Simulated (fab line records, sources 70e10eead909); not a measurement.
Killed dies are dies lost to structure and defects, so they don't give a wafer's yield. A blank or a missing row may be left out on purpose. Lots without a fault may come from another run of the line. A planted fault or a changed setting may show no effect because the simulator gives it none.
fab line records | flow nand_harc
record lots=12 wafers=36 last_day=33
route steps=1302 shown A_STAIRCASE@870 A_SGD_CUT@901 END@1302
lots that met no fault: from a run of the same line without faults
start_h: hours from the record's first day to the start of the lot's first wafer shown | wait_h: hours since the lot's step before | " the same as in the row above | L1.1+2: a row that stands for several wafers | - no value, or no start given | * or withheld: withheld | < > ~ a bound
route shown NAME@n: a module of which the file shows steps, and the number in the route of the first | usual: mean/standard deviation of fault-free wafers | same: alike in all rows | chamber/n: place in a boat | sites: the reading at each site | _std_site: their standard deviation | _edge_site: outer sites' mean less inner sites' | radius_mm: how far each site lies from the wafer's centre | mask NAME#n: copy n | behind: the tool/chamber that last shaped the wafer | hold: why the lot was held/for how many hours/how that ended | device: the transistor (n, p or np) that didn't switch | end of line: the same wafers' tests at the end of the route | a step without rows: its recipe alone | killed: dies lost to structure and defects at the first sort, not the wafer's yield | map: a wafer's dies, x killed, . not, _ none there
set.NAME: the setting as run; set.NAME@STEP: as run at that earlier step | model.NAME: the simulator's own value behind a step, which no gauge read
steps of the route over a sample of lots; a table a step, a row a wafer
services: from which hour (start_h, from the record's first day; less than 0 if before it) a tool's chamber was out of use, for how many hours, and why
## steps
# step NHARC_A_STAIRCASE_ETCH_444
# recipe target_depth_a=2.04e+05 time_s=6800 c4f8_flow_sccm=20 o2_flow_sccm=10 ar_flow_sccm=withheld rf_w=600 bias_w=1000 chemistry=C4F8/O2
# usual oes_product_au=0.934/0.016 rf_vpp_V=806/5 run_length_s=6821.3/0.29
# same time_s=6800
# columns lot.wafer tool chamber start_h wait_h oes_product_au rf_hours_counter_h rf_vpp_V run_length_s
L860.4 rie_diel-09 0 448.58 0.1 0.916 47 804 6821.6
L860.2 " 1 " " 0.935 45 798 6821
L860.3 " 2 " " 0.925 38 809 6821.2
L862.4 rie_diel-13 1 454.40 0.5 0.921 37 805 6821.8
L862.1 " 2 " " 0.934 34 801 6821.1
L862.5 " 1 456.28 2.4 0.929 - 806 6821.6
L864.2 rie_diel-13 3 471.20 0.5 0.921 43 810 6821.4
L864.3 " 0 " " 0.925 44 801 6821.3
L864.5 " 2 " " 0.930 - 800 6821.3
L861.3 rie_diel-09 2 471.36 0.5 0.913 47 808 6821.4
L861.1 " 3 " " 0.922 50 810 6820.7
L861.2 " 0 " " 0.920 56 805 6821.3
L866.1 rie_diel-12 1 506.20 0.1 0.924 16 805 6821.3
L866.2 " 0 507.62 1.5 0.933 13 817 6820.9
L866.5 " 1 " " 0.924 - 806 6821.1
L867.4 rie_diel-13 0 506.55 0.5 0.942 57 801 6821.3
L867.1 " 1 " " 0.923 54 805 6821.4
L867.6 " 0 508.40 2.4 0.933 - 800 6821.4
L868.2 rie_diel-09 2 524.03 1.0 0.976 4 809 6821.2
L868.3 " 3 " " 0.964 4 811 6821.1
L868.6 " 1 " " 0.977 - 815 6821.1
L870.2 rie_diel-13 3 538.31 1.2 0.934 4 810 6821
L870.5 " 1 " " 0.946 - 805 6821.6
L870.6 " 2 " " 0.944 - 801 6821.2
L877.2 rie_diel-12 1 616.07 0.1 0.930 54 803 6821.3
L877.4 " 2 " " 0.924 52 801 6822.1
L877.6 " 2 618.44 2.4 0.924 - 801 6821.6
L879.2 rie_diel-09 2 630.03 1.0 0.934 38 807 6821.4
L879.5 " 0 " " 0.920 - 805 6820.9
L879.6 " 1 " " 0.927 - 815 6821.4
L881.1 rie_diel-13 0 644.61 1.0 0.924 46 800 6821.5
L881.6 " 2 " " 0.932 - 801 6821.1
L881.5 " 3 " " 0.922 - 808 6821.3
L882.2 rie_diel-12 3 654.18 0.7 0.954 6 812 6821.1
L882.1 " 0 " " 0.943 6 813 6821
L882.6 " 3 656.06 2.6 0.946 - 813 6821.3
# step NHARC_A_STAIRCASE_CMP_152
# usual motor_current_A=11.7/0.97
# columns lot.wafer tool chamber start_h wait_h motor_current_A
L860.3 cmp-04 2 453.91 0.1 10.2
L860.2 " 3 " " 12.4
L860.4 " 0 " " 10.5
L862.1 cmp-01 0 459.18 0.1 11.6
L862.4 " 2 " " 11.5
L862.5 " 0 " " 12.1
L864.3 cmp-01 0 475.99 0.1 11.9
L864.2 " 2 " " 11.7
L864.5 " 1 " " 13.3
L861.1 cmp-04 1 476.12 0.1 10.4
L861.3 " 2 " " 10.3
L861.2 " 3 " " 12.6
L867.4 cmp-04 0 511.30 0.1 11.3
L867.1 " 1 " " 10.8
L867.6 " 3 " " 13.3
L866.1 cmp-01 0 511.46 0.1 11.9
L866.2 " 3 " " 10.8
L866.5 " 1 " " 12.7
L868.2 cmp-04 3 528.57 0.1 13.3
L868.3 " 0 " " 11.5
L868.6 " 3 " " 13.0
L870.2 cmp-04 2 542.61 0.1 10.6
L870.6 " 2 " " 10.0
L870.5 " 3 " " 12.3
L877.4 cmp-02 2 621.58 0.1 11.5
L877.2 " 3 " " 12.4
L877.6 " 3 " " 12.9
L879.2 cmp-02 3 634.41 0.1 13.0
L879.5 " 3 " " 13.2
L879.6 " 0 " " 11.0
L881.1 cmp-04 1 648.99 0.1 10.6
L881.6 " 3 " " 13.2
L881.5 " 0 " " 11.1
L882.1 cmp-02 0 659.74 0.1 11.3
L882.2 " 2 " " 10.6
L882.6 " 1 " " 12.5
# step NHARC_A_SGD_CUT_CD_MEAS_09
# recipe target_cd_nm=100 landing_energy_ev=500
# usual cd_nm=99.8/0.54
# columns lot.wafer tool chamber start_h wait_h cd_nm
L860.2 cd_sem-01 0 457.94 - 100.1
L860.3 " 0 " " 99.8
L860.4 " 0 " " 100.0
L862.1 cd_sem-01 0 461.81 - 99.2
L862.4 " 0 " " 99.4
L862.5 " 0 " " 99.5
L864.2 cd_sem-02 0 478.43 - 100.2
L864.3 " 0 " " 100.2
L864.5 " 0 " " 100.5
L861.1 cd_sem-02 0 478.61 - 100.7
L861.2 " 0 " " 100.8
L861.3 " 0 " " 100.5
L867.1 cd_sem-03 0 513.76 - 99.4
L867.4 " 0 " " 99.8
L867.6 " 0 " " 99.1
L866.1 cd_sem-03 0 514.00 - 100.4
L866.2 " 0 " " 100.6
L866.5 " 0 " " 100.2
L868.2 cd_sem-01 0 531.06 - 99.8
L868.3 " 0 " " 99.5
L868.6 " 0 " " 99.8
L870.2 cd_sem-02 0 545.12 - 100.6
L870.5 " 0 " " 100.1
L870.6 " 0 " " 99.8
L877.2 cd_sem-03 0 624.23 - 100.0
L877.4 " 0 " " 99.7
L877.6 " 0 " " 99.3
L879.2 cd_sem-01 0 636.95 - 99.8
L879.5 " 0 " " 99.5
L879.6 " 0 " " 99.3
L881.1 cd_sem-01 0 651.51 - 99.6
L881.5 " 0 " " 98.8
L881.6 " 0 " " 100.1
L882.1 cd_sem-02 0 662.25 - 100.2
L882.2 " 0 " " 100.0
L882.6 " 0 " " 100.3
# step NHARC_A_SGD_CUT_ETCH_58
# recipe target_depth_a=390 over_etch_frac=0.3 time_s=65 ion_energy_ev=80 cf4_flow_sccm=150 ar_flow_sccm=0 rf_w=300 bias_w=100 chemistry=CF4
# usual cf4_flow_sccm=150.0/0.43 drypump_motor_current_A=5.6/0.45 oes_product_au=0.999/0.0065 rf_vpp_V=151.4/1.3 run_length_s=86.2/0.42 showerhead_plenum_p_Torr=1.79/0.073 throttle_valve_pct=13.283/0.0095
# columns lot.wafer tool chamber start_h wait_h cf4_flow_sccm drypump_motor_current_A oes_product_au rf_hours_counter_h rf_vpp_V run_length_s showerhead_plenum_p_Torr throttle_valve_pct
L860.4 rie_diel-06 1 458.21 0.1 149.7 5.6 1.000 11 151.7 86.3 1.81 13.275
L860.3 " 3 " " 150.1 5.7 1.011 6 149.7 85.8 1.71 13.267
L860.2 " 0 " " 149.1 5.3 1.004 10 150.7 86.3 1.77 13.255
L862.1 rie_diel-08 3 462.12 0.1 150.2 5.7 0.992 3 152.9 86.4 1.88 13.295
L862.4 " 0 " " 149.5 4.6 1.002 - 149.8 87.0 1.67 13.272
L862.5 " 3 " " 150.3 5.7 1.001 - 152.6 86.6 1.88 13.292
L864.3 rie_diel-06 1 478.70 0.1 149.0 5.6 0.994 11 152.4 86.9 1.81 13.284
L864.2 " 2 " " 150.3 5.0 0.995 11 152.7 86.4 1.86 13.288
L864.5 " 0 " " 150.3 5.3 0.994 - 151.0 86.4 1.77 13.302
L861.2 rie_diel-08 2 478.88 0.1 150.3 6.1 0.992 4 152.6 86.8 1.89 13.281
L861.1 " 3 " " 149.6 5.7 1.003 4 153.2 86.6 1.88 13.269
L861.3 " 1 " " 149.6 6.1 0.998 5 152.4 86.5 1.80 13.272
L867.4 rie_diel-06 1 514.03 0.1 149.0 5.6 0.996 2 151.5 86.8 1.81 13.273
L867.1 " 3 " " 149.9 5.8 1.003 2 150.7 85.8 1.71 13.286
L867.6 " 1 " " 149.8 5.6 1.005 - 151.1 86.2 1.81 13.291
L866.1 rie_diel-08 1 514.30 0.1 150.6 6.1 0.999 6 153.0 86.5 1.80 13.284
L866.2 " 2 " " 149.8 6.1 1.001 5 151.1 86.2 1.89 13.281
L866.5 " 3 " " 150.4 5.7 1.002 - 151.5 86.5 1.88 13.266
L868.3 rie_diel-06 2 531.33 0.1 150.2 5.0 0.986 3 153.0 68.9 1.86 13.281
L868.2 " 3 " " 149.7 5.8 1.000 3 151.3 85.7 1.71 13.297
L868.6 " 3 " " 150.3 5.7 0.993 - 150.4 69.1 1.71 13.286
L870.2 rie_diel-06 1 545.40 0.1 149.5 5.6 0.996 4 152.6 86.8 1.81 13.288
L870.5 " 0 " " 149.6 5.3 1.006 - 151.1 87.3 1.77 13.274
L870.6 " 1 " " 149.2 5.6 1.003 - 151.0 70.0 1.81 13.275
L877.4 rie_diel-06 0 624.51 0.1 149.5 5.3 1.002 11 151.8 86.8 1.77 13.275
L877.2 " 1 " " 150.3 5.6 0.988 11 149.9 86.3 1.81 13.278
L877.6 " 3 " " 149.9 5.8 1.003 - 150.7 86.1 1.71 13.264
L879.2 rie_diel-06 2 637.22 0.1 149.8 5.0 1.002 13 151.3 85.8 1.86 13.293
L879.5 " 1 " " 149.7 5.6 1.000 - 152.8 86.4 1.81 13.267
L879.6 " 2 " " 149.8 5.0 1.002 - 152.9 85.8 1.86 13.292
L881.1 rie_diel-06 3 651.80 0.1 149.9 5.7 1.003 15 151.7 86.1 1.71 13.287
L881.5 " 0 " " 150.2 5.3 1.006 - 151.7 86.4 1.77 13.267
L881.6 " 1 " " 149.6 5.6 0.992 - 150.0 86.9 1.81 13.282
L882.2 rie_diel-11 1 662.52 0.1 150.2 5.7 0.994 3 151.2 86.2 1.77 13.281
L882.1 " 0 " " 150.7 5.7 0.996 4 150.5 85.9 1.72 13.270
L882.6 " 1 " " 150.7 5.7 0.986 - 151.1 86.6 1.77 13.277
# step NHARC_END_SORT_01
# recipe temp_c=25
# usual killed_at_array=52/16 killed_at_other=0.8/1.1 killed_at_periphery=4.2/2.5 killed_dies=57/16 killed_open=3.4/2 killed_short=2.6/1.6
# same gross_dies=677
# columns lot.wafer tool chamber start_h wait_h killed_at_array killed_at_other killed_at_periphery killed_dies killed_open killed_short
L868.2 prober-01 0 660.67 2.8 33 1 4 38 3 1
L868.3 prober-01 0 661.46 3.1 183 0 7 190 4 2
L868.6 prober-01 0 663.84 4.0 157 1 2 160 3 3
L870.2 prober-01 0 669.38 2.8 46 0 1 47 2 2
L870.5 prober-01 0 671.79 3.7 47 3 4 54 2 1
L870.6 prober-01 0 672.59 4.0 127 0 9 136 4 2
# killed by level:class
L868.2 A_CHANNEL_HOLE_D2:chamber_film_flake=12 A_STAIRCASE:chamber_film_flake=6 A_WL_FILL:chamber_film_flake=4 A_CHANNEL_HOLE_D1:chamber_film_flake=3 A_SLIT:chamber_film_flake=3 P_M2:chamber_film_flake=2 P_BONDPAD:chamber_film_flake=2 A_DECK1_JOINT:geometric_particle:open=1
L868.3 A_SGD_CUT:area_etch=156 A_CHANNEL_HOLE_D2:chamber_film_flake=13 A_STAIRCASE:chamber_film_flake=4 A_SLIT:chamber_film_flake=3 P_STI:chamber_film_flake=2 P_BONDPAD:chamber_film_flake=2 P_GATE:geometric_particle:open=1 P_CONTACT:geometric_particle:open=1
L868.6 A_SGD_CUT:area_etch=125 A_CHANNEL_HOLE_D2:chamber_film_flake=12 A_STAIRCASE:chamber_film_flake=7 A_CHANNEL_FILL_D1:geometric_particle:short=2 P_STI:chamber_film_flake=2 A_SLIT:chamber_film_flake=2 A_CONTACT:chamber_film_flake=2 A_ONON_D1:geometric_particle:open=1
L870.2 A_SLIT:chamber_film_flake=21 A_CHANNEL_HOLE_D2:chamber_film_flake=11 A_CHANNEL_HOLE_D1:chamber_film_flake=3 A_WL_FILL:chamber_film_flake=3 A_WL_FILL:geometric_particle:short=2 A_STAIRCASE:chamber_film_flake=2 A_BLC:geometric_particle:open=1 A_M0:geometric_particle:open=1
L870.5 A_SLIT:chamber_film_flake=23 A_CHANNEL_HOLE_D2:chamber_film_flake=11 A_STAIRCASE:chamber_film_flake=4 P_CONTACT:chamber_film_flake=3 A_CHANNEL_HOLE_D1:chamber_film_flake=3 THIN_TSV:chamber_film_flake=3 A_CONTACT:chamber_film_flake=2 A_WL_FILL:geometric_particle:open=1
L870.6 A_SGD_CUT:area_etch=69 A_SLIT:chamber_film_flake=33 A_CHANNEL_HOLE_D2:chamber_film_flake=7 A_STAIRCASE:chamber_film_flake=5 P_BONDPAD:chamber_film_flake=3 A_WL_FILL:chamber_film_flake=3 P_STI:chamber_film_flake=2 A_CHANNEL_HOLE_D1:chamber_film_flake=2
## services
# columns tool chamber start_h hours kind
cmp-02 - 428.51 4.0 pm
rie_diel-08 0 432.52 5.6 repair
cmp-04 - 433.57 9.1 repair
rie_diel-12 - 446.40 9.0 pm
rie_diel-08 2 461.83 5.8 repair
rie_diel-12 0 465.41 9.0 repair
cmp-02 - 475.76 3.7 repair
cmp-01 - 479.50 4.0 pm
cmp-02 - 479.82 0.3 repair
rie_diel-08 3 481.43 1.8 repair
rie_diel-06 - 484.29 9.0 pm
rie_diel-09 - 497.46 9.0 pm
cmp-04 - 503.11 4.0 pm
rie_diel-13 - 519.05 9.0 pm
rie_diel-13 - 541.96 0.2 repair
rie_diel-09 - 572.15 0.2 repair
rie_diel-09 1 573.14 4.5 repair
cmp-04 - 601.11 4.0 pm
rie_diel-13 1 614.60 13.0 repair
cmp-04 - 619.26 0.5 repair
cmp-04 - 633.08 0.3 repair
rie_diel-06 2 659.73 17.2 repair
rie_diel-06 - 661.29 9.0 pm
cmp-04 - 661.96 3.1 repair
## key
first_sign step=NHARC_A_SGD_CUT_ETCH_58 reading=run_length_s direction=down sigmas=40 usual=* struck=*
effect step=NHARC_END_SORT_01 reading=killed_dies direction=up sigmas=6.5 usual=57 struck=162
more_kills_born_at NHARC_A_SGD_CUT_ETCH_58@rie_diel-06=350
met_at NHARC_A_SGD_CUT_ETCH_58
struck_lots L868,L870
struck_wafers L868.3,L868.6,L870.6
tester_left_out L868,L870
not_acting_at NHARC_A_STAIRCASE_ETCH_444,NHARC_A_STAIRCASE_CMP_152,NHARC_A_SGD_CUT_CD_MEAS_09
onset_between 514.03 531.33
fault kind=process_parameter_drift tool=rie_diel-06 chamber=- onset_h=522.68 steps=NHARC_A_SGD_CUT_ETCH_58 channel=time_s offset=* shape=step end_h=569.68 scope=struck_wafers_only acts_in=* stated=*
# tester_left_out: of these lots the tester's yield and bins aren't shown, on N5 and GAA mostly nor the transistor test; their killed dies are dies lost to structure and defects alone, not to doping, threshold or leakage, so they don't give the yield
